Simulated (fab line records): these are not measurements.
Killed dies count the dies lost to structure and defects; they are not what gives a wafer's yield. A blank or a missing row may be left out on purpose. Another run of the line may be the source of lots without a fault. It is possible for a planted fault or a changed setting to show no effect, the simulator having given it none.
Which tool is to blame? | flow n5-finfet | 10 lots with 30 wafers sampled at 6 steps, on a route of 1938 steps

== WHAT EACH GAUGE READ, for each wafer ==
N5_BEOL_M4_RC_MEAS_101. Usual: DIBL_N 36.4 mV/V, standard deviation 2; DIBL_P 36.1 mV/V, standard deviation 2.5; IOFF_N 0.16 nA/um, standard deviation 0.037; IOFF_P 0.20 nA/um, standard deviation 0.038; ION_N 670 uA/um, standard deviation 13; ION_P 459 uA/um, standard deviation 8.3; SS_N 71.6 mV/dec, standard deviation 0.69; SS_P 73.3 mV/dec, standard deviation 0.72; VT_N 250 mV, standard deviation 3.4; VT_P -251 mV, standard deviation 3.1.
lot  | measured     | on        | DIBL_N (mV/V)  | DIBL_P (mV/V)  | IOFF_N (nA/um) | IOFF_P (nA/um) | ION_N (uA/um) | ION_P (uA/um) | SS_N (mV/dec)  | SS_P (mV/dec)  | VT_N (mV)   | VT_P (mV)      | flag
L777 | day 7 17:26  | prober-02 | 39.2 33.8 36.4 | 38.6 32.0 34.3 | 0.21 0.11 0.15 | 0.27 0.17 0.18 | 693 647 690   | 473 453 470   | 71.8 70.6 71.7 | 73.5 72.3 72.8 | 244 255 250 | -246 -253 -251 |
L780 | day 8 11:45  | prober-01 | 34.5 36.0 32.3 | 33.9 36.7 32.2 | 0.12 0.16 0.10 | 0.16 0.21 0.14 | 665 681 654   | 454 467 457   | 71.7 72.5 70.5 | 72.6 72.8 71.8 | 255 247 256 | -255 -249 -255 |
L783 | day 9 11:25  | prober-01 | 36.3 33.8 38.1 | 35.4 32.8 38.9 | 0.17 0.13 0.24 | 0.21 0.16 0.27 | 660 655 694   | 449 454 462   | 72.2 71.0 71.6 | 73.8 72.8 74.5 | 251 255 244 | -250 -252 -245 |
L784 | day 9 08:49  | prober-01 | 39.1 37.8 33.6 | 39.1 37.3 33.6 | 0.22 0.18 0.12 | 0.26 0.23 0.18 | 677 688 665   | 466 466 458   | 72.4 71.4 70.8 | 74.1 74.0 73.1 | 244 250 250 | -248 -249 -251 |
L796 | day 12 15:27 | prober-02 | 39.0 34.5 33.6 | 40.1 34.5 33.7 | 0.21 0.12 0.11 | 0.25 0.16 0.15 | 684 657 654   | 464 454 450   | 72.2 71.0 71.1 | 73.8 72.7 72.6 | 248 255 255 | -249 -255 -254 |
L795 | day 13 02:29 | prober-01 | 37.0 35.0 35.4 | 39.0 34.6 36.6 | 0.17 0.12 0.13 | 0.27 0.20 0.22 | 674 654 661   | 469 461 467   | 71.6 71.4 71.2 | 73.9 72.7 73.8 | 252 254 253 | -246 -250 -247 |
L797 | day 13 09:29 | prober-02 | 35.5 34.2 37.4 | 35.2 34.1 36.8 | 0.15 0.12 0.19 | 0.21 0.18 0.22 | 669 669 668   | 460 459 456   | 72.0 71.5 73.1 | 72.5 72.3 73.3 | 250 255 247 | -250 -251 -249 |
L798 | day 13 12:19 | prober-02 | 35.4 37.1 35.8 | 36.3 36.9 36.5 | 0.14 0.15 0.14 | 0.18 0.18 0.18 | 678 657 663   | 464 441 458   | 70.8 71.9 71.3 | 73.9 73.3 73.5 | 252 253 250 | -254 -256 -256 |
L799 | day 13 16:30 | prober-01 | 36.7 37.6 35.3 | 36.9 36.4 34.9 | 0.18 0.17 0.13 | 0.19 0.18 0.17 | 676 668 651   | 455 445 452   | 71.4 71.6 70.8 | 74.0 73.9 72.3 | 246 247 251 | -254 -255 -256 |
L800 | day 14 01:40 | prober-01 | 36.2 37.2 38.3 | 36.3 37.4 38.5 | 0.15 0.18 0.20 | 0.22 0.22 0.26 | 688 674 703   | 473 459 484   | 71.5 72.4 71.7 | 73.5 74.0 73.7 | 248 249 243 | -250 -252 -248 |

== WHAT TOOL EACH LOT RAN ON (gives the tool, then ch and the chambers of the sampled wafers, and finally the start) ==
lot  | N5_BEOL_M1_ANNEAL_82         | N5_BEOL_M1_ANNEAL_93         | N5_BEOL_M1_ECD_50              | N5_BEOL_M1_CMP_52             | N5_BEOL_M1_DEP_57
L777 | pvd-sputter-01, day 6 13:52  | pvd-sputter-01, day 6 14:45  | ecd-cu-01 ch 0,1, day 6 15:14  | cmp-01 ch 0,2,3, day 6 15:41  | pecvd-01 ch 1,2, day 6 16:08
L780 | pvd-sputter-02, day 7 04:16  | pvd-sputter-02, day 7 05:08  | ecd-cu-02 ch 0,1, day 7 05:37  | cmp-04 ch 0,1,2, day 7 05:59  | pecvd-01 ch 0,1,2, day 7 06:29
L783 | pvd-sputter-03, day 7 17:52  | pvd-sputter-03, day 7 18:45  | ecd-cu-01 ch 0,1, day 7 19:14  | cmp-01 ch 0,2,3, day 7 19:37  | pecvd-01 ch 0,1,2, day 7 20:07
L784 | pvd-sputter-02, day 8 01:45  | pvd-sputter-02, day 8 02:38  | ecd-cu-01 ch 0, day 8 03:07    | cmp-01 ch 0,2,3, day 8 03:35  | pecvd-03 ch 0,1, day 8 03:59
L796 | pvd-sputter-03, day 11 02:23 | pvd-sputter-03, day 11 03:16 | ecd-cu-01 ch 1, day 11 03:44   | cmp-01 ch 0,2,3, day 11 04:07 | pecvd-01 ch 0,1, day 11 04:40
L795 | pvd-sputter-02, day 11 14:23 | pvd-sputter-02, day 11 15:16 | ecd-cu-01 ch 0, day 11 15:44   | cmp-02 ch 2,3, day 11 16:09   | pecvd-03 ch 0,1, day 11 16:49
L797 | pvd-sputter-02, day 12 00:22 | pvd-sputter-02, day 12 01:14 | ecd-cu-02 ch 0,1, day 12 01:43 | cmp-01 ch 1,2,3, day 12 02:08 | pecvd-01 ch 0,1,2, day 12 02:35
L798 | pvd-sputter-01, day 12 00:35 | pvd-sputter-01, day 12 01:28 | ecd-cu-01 ch 0,1, day 12 01:58 | cmp-01 ch 0,1,2, day 12 02:40 | pecvd-03 ch 0,2, day 12 03:05
L799 | pvd-sputter-01, day 12 03:55 | pvd-sputter-01, day 12 04:47 | ecd-cu-01 ch 0,1, day 12 05:16 | cmp-02 ch 0,1,3, day 12 05:56 | pecvd-03 ch 0,2, day 12 06:21
L800 | pvd-sputter-02, day 12 10:13 | pvd-sputter-02, day 12 11:06 | ecd-cu-01 ch 0, day 12 11:35   | cmp-01 ch 0,1,2, day 12 12:18 | pecvd-02 ch 0,1, day 12 12:43
- N5_BEOL_M1_ANNEAL_82: time 240 s.
- N5_BEOL_M1_ANNEAL_93: time 240 s.
- N5_BEOL_M1_ECD_50: material Cu, target thk 300 nm.
- N5_BEOL_M1_CMP_52: polishes, stops on SiOC, t overpolish 6.8 s, target thk 40 nm.
- N5_BEOL_M1_DEP_57: deposits SiCN from 3MS/NH3, target thk 8 nm, time 14 s.

== WHAT THE TOOLS THEMSELVES READ (means of the sampled wafers that have a number; where no wafer has one, the mark that the record gives instead) ==
N5_BEOL_M1_ANNEAL_82. Usual: heater-power-w at 818 W, with a standard deviation of 95.
lot  | tool           | heater-power-w (W) | flag
L777 | pvd-sputter-01 | 781                |
L780 | pvd-sputter-02 | 876                |
L783 | pvd-sputter-03 | 845                |
L784 | pvd-sputter-02 | 903                |
L796 | pvd-sputter-03 | 876                |
L795 | pvd-sputter-02 | 911                |
L797 | pvd-sputter-02 | 905                |
L798 | pvd-sputter-01 | 730                |
L799 | pvd-sputter-01 | 768                |
L800 | pvd-sputter-02 | 851                |

N5_BEOL_M1_ANNEAL_93. Usual: heater-power-w at 817 W, with a standard deviation of 96.
lot  | tool           | heater-power-w (W) | flag
L777 | pvd-sputter-01 | 779                |
L780 | pvd-sputter-02 | 863                |
L783 | pvd-sputter-03 | 830                |
L784 | pvd-sputter-02 | 917                |
L796 | pvd-sputter-03 | 870                |
L795 | pvd-sputter-02 | 893                |
L797 | pvd-sputter-02 | 882                |
L798 | pvd-sputter-01 | 714                |
L799 | pvd-sputter-01 | 782                |
L800 | pvd-sputter-02 | 847                |

N5_BEOL_M1_CMP_52. Usual: edge-zone-pressure-frac 1.000, standard deviation 0.0052; motor-current-A 6.0 A, standard deviation 0.69; time-to-endpoint-s 62 s, standard deviation 4.6.
lot  | tool   | edge-zone-pressure-frac | motor-current-A (A) | time-to-endpoint-s (s) | flag
L777 | cmp-01 | 0.998                   | 6.3                 | 65                     |
L780 | cmp-04 | 1.004                   | 6.0                 | 66                     |
L783 | cmp-01 | 0.996                   | 6.2                 | 35                     | OFF
L784 | cmp-01 | 0.999                   | 6.5                 | 34                     | OFF
L796 | cmp-01 | 0.997                   | 6.2                 | 63                     |
L795 | cmp-02 | 0.990                   | 5.2                 | 58                     |
L797 | cmp-01 | 0.997                   | 5.8                 | 60                     |
L798 | cmp-01 | 0.999                   | 6.0                 | 61                     |
L799 | cmp-02 | 0.996                   | 6.3                 | 65                     |
L800 | cmp-01 | 0.996                   | 5.9                 | 57                     |

N5_BEOL_M1_DEP_57. Usual: chamber-pressure-Torr 2.999 Torr, standard deviation 0.0068; showerhead-plenum-p-Torr 3.669 Torr, standard deviation 0.0084; throttle-valve-pct 8.8 %, standard deviation 0.37.
lot  | tool     | chamber-pressure-Torr (Torr) | showerhead-plenum-p-Torr (Torr) | throttle-valve-pct (%) | flag
L777 | pecvd-01 | 2.998                        | 3.673                           | 8.8                    |
L780 | pecvd-01 | 3.001                        | 3.670                           | 8.9                    |
L783 | pecvd-01 | 3.002                        | 3.659                           | 8.8                    |
L784 | pecvd-03 | 3.002                        | 3.670                           | 9.2                    |
L796 | pecvd-01 | 3.007                        | 3.666                           | 9.1                    |
L795 | pecvd-03 | 2.993                        | 3.664                           | 9.0                    |
L797 | pecvd-01 | 3.000                        | 3.666                           | 8.9                    |
L798 | pecvd-03 | 2.994                        | 3.683                           | 9.0                    |
L799 | pecvd-03 | 3.000                        | 3.679                           | 8.6                    |
L800 | pecvd-02 | 2.990                        | 3.669                           | 8.9                    |

== THE ANSWER, worked out from the rows above alone ==
Rule: a lot is off if the mean of its wafers that have a number lies more than 3 standard deviations from the usual mean. Also off: a lot with no number at a reading for which 4 or more lots have one. Any other lot the step has rows for is counted as sound. Order of review: gauges by route order, followed by the tools' own readings, for which a lot's mean as printed above is used. The first step at which some lot is off is used, and at that step the reading that is off furthest; a lot without a number counts as furthest.
Off: L783, L784, at N5_BEOL_M1_CMP_52 (time-to-endpoint-s).
A tool fits if, at that step or a process step before it, it ran every lot that is off, and no sound lot after the first of them. None of those tried fits.

== WHAT THE SIMULATOR PUT IN ==
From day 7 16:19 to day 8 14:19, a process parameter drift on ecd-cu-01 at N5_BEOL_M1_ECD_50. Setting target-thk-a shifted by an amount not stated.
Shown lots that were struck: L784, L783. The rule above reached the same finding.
